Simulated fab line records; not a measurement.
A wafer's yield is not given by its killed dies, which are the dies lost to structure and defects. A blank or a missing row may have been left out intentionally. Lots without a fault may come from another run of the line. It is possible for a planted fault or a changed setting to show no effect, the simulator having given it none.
Chamber matching	flow n5_finfet	rie_diel-02 running N5_FIN_CUT_ETCH_20: 4 sister chambers
The step etches SiARC in CF4, target depth 26 nm, time 43.3 s. 8 wafers are shown with their chamber, then 7 later ones without.

WAFERS WITH THEIR CHAMBER
wafer	chamber	showerhead_plenum_p_Torr (Torr)	throttle_valve_pct (%)
L076.3	1	2.13	15.98
L077.5	3	2.22	15.71
L077.6	2	2.09	15.42
L081.1	3	2.21	15.74
L081.3	1	2.13	16.02
L081.6	0	2.01	15.86
L082.1	2	2.09	15.45
L082.3	0	2.01	15.86

WAFERS WITH NO CHAMBER GIVEN
wafer	showerhead_plenum_p_Torr (Torr)	throttle_valve_pct (%)
L082.4	2.21	15.74
L089.1	2.08	15.47
L089.2	2.12	16.03
L089.3	2.00	15.89
L096.4	2.12	16.05
L096.5	2.00	15.93
L096.6	2.08	15.50

THE CHAMBER EACH PASSED THROUGH
wafer	from the rows above	in truth
L082.4	3	3
L089.1	2	2
L089.2	1	1
L089.3	0	0
L096.4	1	1
L096.5	0	0
L096.6	2	2
7 of 7 placed correctly. Can't be placed from these rows: 0. 0 placed wrongly.
How it was worked out, from the rows above alone: a wafer's distance from a chamber is the root of the sum, over the readings, of the square of ((its reading less the chamber's mean) divided by the reading's scatter). The wafer belongs to the nearest chamber; if the next one is less than 2 further off, it can't be placed. A chamber's mean is the mean of its shown wafers. The scatter is the square root of a quotient: the sum, over the shown wafers, of each reading's squared deviation from its chamber's mean, divided by wafers minus chambers.
